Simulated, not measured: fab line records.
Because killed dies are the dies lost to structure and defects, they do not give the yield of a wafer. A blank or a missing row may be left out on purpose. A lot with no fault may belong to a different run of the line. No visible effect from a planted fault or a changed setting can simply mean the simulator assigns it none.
Struck lot and sound lot, side by side	flow nand_harc	16 out of 1302 route steps
Sound: wafers L408.1, L408.4, L408.5. The struck wafers were L417.2, L417.3, L417.4. The cause is given at the end.
For every step that has rows: the tool of each side, followed by ch and its chambers, followed by its first start. Under that, the readings that differ: sound wafers	struck wafers	difference of the means	sigmas: that difference in standard deviations of wafers without a fault.
alike: a reading whose means differ by less than 2 such deviations, as well as words and numbers matching on both sides. not compared: withheld readings; readings where some wafer has no value; bounds like >300 that might hide an equal value; numbers whose values overlap and for which the record gives no deviation.
A row with sigmas, a row that says differs or no value, or rows on one side alone: a step with any of these is where the two part. When numbers do not overlap yet have no deviation, they are printed without sigmas and do not part them. A reading missing from all wafers of one side parts the sides only when that side holds two or more wafers.

NHARC_A_ONON_D2_THK_MEAS_08: measures by ellipsometry.
  sound: film_metro-01 at day 14 04:17; struck: film_metro-02 at day 18 09:47
reading	sound	struck	difference	sigmas
thk_nm (nm)	1008 1006 1005	979 979 979	-27	-2
then, no rows for these wafers at 1 step: NHARC_A_ONON_D2_DEP_09 (target thk 1000 nm).
NHARC_A_ONON_D2_THK_MEAS_11: measures by ellipsometry.
  sound: film_metro-02 at day 14 04:51; struck: film_metro-02 at day 18 10:22
  alike: thk_nm
then, no rows for these wafers at 1 step: NHARC_A_ONON_D2_DEP_12 (target thk 1000 nm).
NHARC_A_ONON_D2_THK_MEAS_14: measures by ellipsometry.
  sound: film_metro-02 at day 14 05:25; struck: film_metro-02 at day 18 10:56
  alike: thk_nm
then, 2 steps without rows for these wafers: NHARC_A_ONON_D2_ANNEAL_15 (time 3600 s); NHARC_A_ONON_D2_DEP_16 (target thk 1000 nm).
NHARC_A_ONON_D2_THK_MEAS_18: measures by ellipsometry.
  sound: film_metro-02 at day 14 12:46; struck: film_metro-02 at day 18 18:38
  alike: thk_nm
then, no rows for these wafers at 1 step: NHARC_A_ONON_D2_DEP_19 (target thk 1000 nm).
NHARC_A_ONON_D2_THK_MEAS_21: measures by ellipsometry.
  sound: film_metro-02 at day 14 13:20; struck: film_metro-01 at day 18 19:13
reading	sound	struck	difference	sigmas
thk_nm (nm)	1006 1006 1006	988 988 989	-18	-2
then, no rows for these wafers at 1 step: NHARC_A_ONON_D2_DEP_22 (target thk 1000 nm).
NHARC_A_ONON_D2_THK_MEAS_24: measures by ellipsometry.
  sound: film_metro-02 at day 14 13:53; struck: film_metro-01 at day 18 19:47
  alike: thk_nm
NHARC_A_ONON_D2_DEP_25: target thk 1000 nm.
  sound on pecvd_onon-02 ch 0, day 14 13:57; struck on pecvd_onon-02 ch 0, day 18 19:53
  alike: nh3_flow_sccm
NHARC_A_ONON_D2_THK_MEAS_27: measures by ellipsometry.
  sound: film_metro-01 at day 14 14:28; struck: film_metro-01 at day 18 20:20
reading	sound	struck	difference	sigmas
thk_nm (nm)	1018 1019 1017	663 662 663	-355	-38
then, no rows for these wafers at 1 step: NHARC_A_ONON_D2_DEP_28 (target thk 1000 nm).
-- record jumps: 11 days between struck wafers' starts before vs after; left off in module A_ONON_D2, resumes in module END, first step shown is number 1302 of the route --
NHARC_END_SORT_01:
  at this point the record logs the struck wafers (prober-01 ch 0, day 30 02:43) and has no rows for the sound ones

## WHERE THEY PART
First at NHARC_A_ONON_D2_THK_MEAS_08; last, within this record, at NHARC_END_SORT_01.

WHY: whatever the simulator had introduced
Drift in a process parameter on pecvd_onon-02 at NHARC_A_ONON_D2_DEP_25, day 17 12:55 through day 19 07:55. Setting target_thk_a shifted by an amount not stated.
